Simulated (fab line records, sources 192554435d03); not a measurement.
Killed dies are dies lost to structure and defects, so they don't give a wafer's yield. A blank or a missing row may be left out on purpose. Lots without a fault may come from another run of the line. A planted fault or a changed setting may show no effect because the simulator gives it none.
Which tool did it? | flow n5_finfet | 9 lots, 27 wafers sampled, at 5 steps of a route of 1938

WHAT THE GAUGES READ, wafer by wafer
N5_SDB_THK_MEAS_31. Usual: SDB_THK 63.7 nm, standard deviation 1.1.
lot  | measured    | on            | SDB_THK (nm)   | flag
L579 | day 5 03:50 | film_metro-02 | 63.7 63.0 65.6 |
L590 | day 7 18:56 | film_metro-02 | 62.2 64.2 61.7 |
L589 | day 7 19:31 | film_metro-02 | 63.8 63.7 65.0 |
L591 | day 8 02:30 | film_metro-01 | 61.0 61.1 64.6 |
L592 | day 8 09:30 | film_metro-02 | 64.1 62.9 62.9 |
L593 | day 8 16:56 | film_metro-01 | 64.0 63.5 65.2 |
L594 | day 8 21:16 | film_metro-02 | 62.8 62.5 63.3 |
L596 | day 9 10:03 | film_metro-01 | 65.0 62.5 62.6 |
L597 | day 9 15:14 | film_metro-02 | 63.9 64.8 63.3 |

N5_BEOL_M4_RC_MEAS_101. Usual: DIBL_N 36.3 mV/V, standard deviation 1.6; DIBL_P 36.2 mV/V, standard deviation 2.1; IOFF_N 0.16 nA/um, standard deviation 0.031; IOFF_N_85C 3.1 nA/um, standard deviation 0.49; IOFF_N_LIN 0.073 nA/um, standard deviation 0.012; IOFF_N_LONG 5.47e-05 nA/um, standard deviation 2.9e-06; IOFF_P 0.21 nA/um, standard deviation 0.034; ION_N 673 uA/um, standard deviation 11; ION_P 461 uA/um, standard deviation 7.4; SS_N 71.6 mV/dec, standard deviation 0.55; SS_P 73.3 mV/dec, standard deviation 0.66; VT_N 251 mV, standard deviation 3.2; VT_N_LONG 275.2 mV, standard deviation 2.1; VT_P -251 mV, standard deviation 3.5; VT_P_LVT -100 mV, standard deviation 3.
lot  | measured     | on        | DIBL_N (mV/V)  | DIBL_P (mV/V)  | IOFF_N (nA/um)    | IOFF_N_85C (nA/um) | IOFF_N_LIN (nA/um)   | IOFF_N_LONG (nA/um)          | IOFF_P (nA/um) | ION_N (uA/um) | ION_P (uA/um) | SS_N (mV/dec)  | SS_P (mV/dec)  | VT_N (mV)   | VT_N_LONG (mV)    | VT_P (mV)      | VT_P_LVT (mV)  | flag
L579 | day 8 20:27  | prober-01 | 34.0 35.5 32.7 | 34.1 35.7 32.4 | 0.12 0.15 0.11    | 2.5 2.9 2.2        | 0.062 0.068 0.054    | 5.86e-05 5.81e-05 5.83e-05   | 0.20 0.21 0.18 | 665 666 669   | 465 461 468   | 70.5 70.8 70.6 | 73.1 73.2 72.9 | 253 251 256 | 272.9 273.1 272.3 | -249 -247 -252 | -97 -97 -99    |
L590 | day 11 05:26 | prober-02 | 37.4 33.9 36.0 | 38.7 33.8 36.8 | 37.91 25.07 33.25 | 306.3 217.0 274.2  | 17.170 12.385 15.634 | 0.011124 0.011096 0.01122    | 0.27 0.20 0.24 | 979 968 967   | 475 476 469   | 71.9 70.7 71.6 | 73.0 72.2 73.1 | 95 101 96   | 122.8 122.4 121.8 | -241 -248 -244 | -243 -247 -245 | OFF
L589 | day 11 16:39 | prober-02 | 36.4 34.2 34.8 | 34.9 32.6 34.5 | 31.44 23.47 28.95 | 251.3 199.0 240.0  | 13.977 10.879 13.214 | 0.0098606 0.0099757 0.010167 | 0.19 0.16 0.19 | 961 916 940   | 457 451 459   | 71.6 71.2 70.7 | 72.7 71.4 73.0 | 99 104 101  | 125.3 124.1 122.7 | -251 -251 -252 | -250 -254 -251 | OFF
L591 | day 11 13:49 | prober-02 | 36.2 38.6 35.8 | 33.6 36.5 33.4 | 26.69 35.11 27.28 | 221.3 278.9 225.1  | 12.252 15.143 12.631 | 0.009278 0.0096045 0.0094589 | 0.19 0.23 0.19 | 947 968 934   | 451 464 456   | 71.1 71.7 71.4 | 72.5 73.8 73.3 | 103 100 102 | 126.2 124.4 126.1 | -255 -248 -254 | -252 -252 -251 | OFF
L592 | day 11 21:50 | prober-01 | 37.7 37.0 38.1 | 38.2 36.0 37.4 | 0.18 0.15 0.19    | 3.4 3.0 3.5        | 0.082 0.071 0.083    | 5.57e-05 5.68e-05 5.66e-05   | 0.22 0.20 0.23 | 687 668 676   | 465 461 464   | 71.7 72.2 72.0 | 73.5 73.6 73.1 | 249 250 250 | 276.0 275.1 270.9 | -252 -255 -248 | -97 -97 -96    |
L593 | day 12 04:56 | prober-01 | 36.5 36.2 35.5 | 37.0 36.8 34.7 | 0.16 0.15 0.13    | 3.1 3.1 2.6        | 0.073 0.070 0.060    | 5.53e-05 5.39e-05 5.47e-05   | 0.20 0.20 0.17 | 669 665 661   | 462 460 452   | 72.3 71.2 71.5 | 73.6 73.7 73.0 | 251 251 256 | 274.1 276.1 276.0 | -249 -251 -253 | -101 -100 -103 |
L594 | day 12 09:29 | prober-01 | 36.9 33.8 36.6 | 37.1 33.7 37.1 | 0.16 0.11 0.16    | 3.2 2.3 3.1        | 0.073 0.056 0.072    | 4.98e-05 4.92e-05 4.93e-05   | 0.18 0.13 0.17 | 670 662 682   | 454 446 459   | 71.6 70.9 71.5 | 73.1 72.7 73.2 | 251 256 249 | 277.7 277.4 280.2 | -258 -262 -258 | -102 -107 -105 |
L596 | day 13 07:39 | prober-01 | 34.2 37.2 36.9 | 32.7 37.0 36.4 | 0.10 0.15 0.14    | 2.2 2.9 2.8        | 0.051 0.068 0.064    | 5.08e-05 5e-05 5.04e-05      | 0.14 0.19 0.19 | 656 667 666   | 455 456 463   | 70.4 71.2 71.6 | 71.8 72.6 72.9 | 257 251 252 | 279.5 278.9 281.6 | -254 -253 -255 | -106 -103 -103 |
L597 | day 13 10:01 | prober-01 | 37.9 39.1 39.1 | 38.5 41.1 41.7 | 0.19 0.23 0.25    | 3.5 4.2 4.4        | 0.082 0.101 0.107    | 5.55e-05 5.43e-05 5.58e-05   | 0.23 0.28 0.29 | 687 697 708   | 466 472 478   | 71.7 73.3 72.5 | 74.6 74.0 74.3 | 248 245 243 | 273.7 275.8 274.5 | -249 -248 -248 | -99 -96 -96    |

WHICH TOOL RAN EACH LOT (tool, then ch and the chambers of the sampled wafers, then the start)
lot  | N5_HKMG_FIN_ETCH_58               | N5_HKMG_FIN_STRIP_93              | N5_HKMG_FIN_ALD_36
L579 | rie_diel-02 ch 1,2, day 5 05:53   | rie_diel-02 ch 1,2, day 5 06:19   | ald_metal-04 ch 0,2,3, day 5 07:57
L590 | rie_diel-06 ch 0,3, day 7 20:47   | rie_diel-06 ch 0,3, day 7 21:13   | ald_metal-04 ch 0,1,2, day 7 22:38
L589 | rie_diel-06 ch 0,2,3, day 7 21:44 | rie_diel-06 ch 0,2,3, day 7 22:10 | ald_metal-04 ch 0,1,2, day 7 23:34
L591 | rie_diel-02 ch 0,3, day 8 04:28   | rie_diel-02 ch 0,3, day 8 04:53   | ald_metal-03 ch 0,2,3, day 8 06:21
L592 | rie_diel-04 ch 2,3, day 8 11:40   | rie_diel-04 ch 2,3, day 8 12:05   | ald_metal-04 ch 2,3, day 8 13:47
L593 | rie_diel-06 ch 0,2, day 8 18:53   | rie_diel-06 ch 0,2, day 8 19:19   | ald_metal-01 ch 0,3, day 8 20:43
L594 | rie_diel-02 ch 0,1,2, day 8 23:38 | rie_diel-02 ch 0,1,2, day 9 00:04 | ald_metal-04 ch 0,3, day 9 01:30
L596 | rie_diel-02 ch 0,2,3, day 9 12:00 | rie_diel-02 ch 0,2,3, day 9 12:25 | ald_metal-03 ch 0,1,3, day 9 13:56
L597 | rie_diel-04 ch 2,3, day 9 17:23   | rie_diel-04 ch 2,3, day 9 17:49   | ald_metal-01 ch 0,2, day 9 19:28
- N5_HKMG_FIN_ETCH_58: etches SOC in N2/H2, target depth 215.8 nm, time 741 s.
- N5_HKMG_FIN_STRIP_93: strips SOC in N2/H2, time 20 s.
- N5_HKMG_FIN_ALD_36: deposits TiN, target thk 1 nm, pulse time 1 s, purge time 3 s.

WHAT THE TOOLS THEMSELVES READ (means of the sampled wafers that have a number; where no wafer has one, the mark that the record gives instead)
N5_HKMG_FIN_ETCH_58. Usual: bias_w 13.00 W, standard deviation 0.041; chamber_pressure_mTorr 30.002 mTorr, standard deviation 0.029; drypump_motor_current_A 5.7 A, standard deviation 0.39; oes_product_au 0.78 a.u., standard deviation 0.084; rf_fwd_power_W 873.9 W, standard deviation 2.8; rf_vpp_V 99.1 V, standard deviation 0.81; showerhead_plenum_p_Torr 2.54 Torr, standard deviation 0.082; throttle_valve_pct 17.91 %, standard deviation 0.19.
lot  | tool        | bias_w (W) | chamber_pressure_mTorr (mTorr) | drypump_motor_current_A (A) | oes_product_au (a.u.) | rf_fwd_power_W (W) | rf_vpp_V (V) | showerhead_plenum_p_Torr (Torr) | throttle_valve_pct (%) | flag
L579 | rie_diel-02 | 12.99      | 30.001                         | 5.2                         | 0.74                  | 873.4              | 99.7         | 2.57                            | 17.87                  |
L590 | rie_diel-06 | -          | -                              | -                           | -                     | -                  | -            | -                               | -                      | OFF
L589 | rie_diel-06 | -          | -                              | -                           | -                     | -                  | -            | -                               | -                      | OFF
L591 | rie_diel-02 | -          | -                              | -                           | -                     | -                  | -            | -                               | -                      | OFF
L592 | rie_diel-04 | 13.01      | 30.011                         | 6.2                         | 0.72                  | 872.0              | 98.6         | 2.47                            | 17.89                  |
L593 | rie_diel-06 | 13.04      | 29.953                         | 5.8                         | 0.69                  | 870.7              | 98.7         | 2.52                            | 17.99                  |
L594 | rie_diel-02 | 13.01      | 29.996                         | 5.3                         | 0.76                  | 875.1              | 99.4         | 2.58                            | 17.97                  |
L596 | rie_diel-02 | 13.01      | 30.033                         | 5.4                         | 0.80                  | 873.4              | 99.1         | 2.59                            | 17.87                  |
L597 | rie_diel-04 | 13.02      | 29.984                         | 6.2                         | 0.71                  | 874.5              | 99.0         | 2.46                            | 17.90                  |

N5_HKMG_FIN_STRIP_93. Usual: chamber_pressure_mTorr 50.00 mTorr, standard deviation 0.047; drypump_motor_current_A 5.7 A, standard deviation 0.39; oes_product_au 0.78 a.u., standard deviation 0.083; rf_fwd_power_W 496.0 W, standard deviation 1.8; rf_vpp_V 54.2 V, standard deviation 0.86; showerhead_plenum_p_Torr 3.36 Torr, standard deviation 0.1; temp_c 40.01 C, standard deviation 0.1; throttle_valve_pct 19.11 %, standard deviation 0.21.
lot  | tool        | chamber_pressure_mTorr (mTorr) | drypump_motor_current_A (A) | oes_product_au (a.u.) | rf_fwd_power_W (W) | rf_vpp_V (V) | showerhead_plenum_p_Torr (Torr) | temp_c (C) | throttle_valve_pct (%) | flag
L579 | rie_diel-02 | 49.99                          | 5.2                         | 0.74                  | 496.2              | 53.7         | 3.39                            | 40.01      | 19.14                  |
L590 | rie_diel-06 | 49.94                          | 6.0                         | 0.68                  | 493.6              | 54.0         | 3.38                            | 39.99      | 19.26                  |
L589 | rie_diel-06 | 49.98                          | 5.7                         | 0.70                  | 497.5              | 53.6         | 3.30                            | 39.95      | 19.28                  |
L591 | rie_diel-02 | 50.01                          | 5.5                         | 0.87                  | 496.1              | 54.3         | 3.46                            | 40.08      | 19.09                  |
L592 | rie_diel-04 | 50.01                          | 6.1                         | 0.72                  | 495.6              | 53.8         | 3.26                            | 40.09      | 19.04                  |
L593 | rie_diel-06 | 49.93                          | 5.7                         | 0.69                  | 495.7              | 53.4         | 3.33                            | 39.98      | 19.28                  |
L594 | rie_diel-02 | 49.97                          | 5.3                         | 0.77                  | 496.8              | 54.3         | 3.40                            | 40.01      | 19.17                  |
L596 | rie_diel-02 | 50.00                          | 5.4                         | 0.80                  | 495.9              | 54.9         | 3.42                            | 39.93      | 19.13                  |
L597 | rie_diel-04 | 50.03                          | 6.2                         | 0.71                  | 495.4              | 54.2         | 3.25                            | 39.98      | 19.07                  |

N5_HKMG_FIN_ALD_36. Usual: heater_power_w 868 W, standard deviation 79; precursor_pulse_height_rel 1.000, standard deviation 0.02.
lot  | tool         | heater_power_w (W) | precursor_pulse_height_rel | flag
L579 | ald_metal-04 | 793                | 1.010                      |
L590 | ald_metal-04 | 818                | 0.993                      |
L589 | ald_metal-04 | 829                | 1.009                      |
L591 | ald_metal-03 | 867                | 1.008                      |
L592 | ald_metal-04 | 781                | 1.015                      |
L593 | ald_metal-01 | 909                | 1.005                      |
L594 | ald_metal-04 | 747                | 1.002                      |
L596 | ald_metal-03 | 901                | 1.028                      |
L597 | ald_metal-01 | 940                | 0.974                      |

THE ANSWER, worked out from the rows above alone
Rule: a lot is off if the mean of its wafers that have a number lies more than 3 standard deviations from the usual mean. A lot without any number at a reading at which 4 lots or more have one is off too. The other lots that the step has rows for count as sound. The gauges are gone through in route order, then the tools' own readings, and for those a lot's mean is taken as printed above. The first step at which some lot is off is used, and at that step the reading that is off furthest; a lot without a number counts as furthest.
Off: L590, L589, L591, at N5_BEOL_M4_RC_MEAS_101 (IOFF_N_LONG).
A tool fits if, at a process step before that reading, it ran every lot that is off, and no sound lot after the first of them. The gauges at N5_BEOL_M4_RC_MEAS_101 aren't tried: what is off there is off at N5_HKMG_FIN_ETCH_58 too, on other tools, and a gauge's error can't cause that. None of those tried fits.

WHAT THE SIMULATOR HAD PUT IN
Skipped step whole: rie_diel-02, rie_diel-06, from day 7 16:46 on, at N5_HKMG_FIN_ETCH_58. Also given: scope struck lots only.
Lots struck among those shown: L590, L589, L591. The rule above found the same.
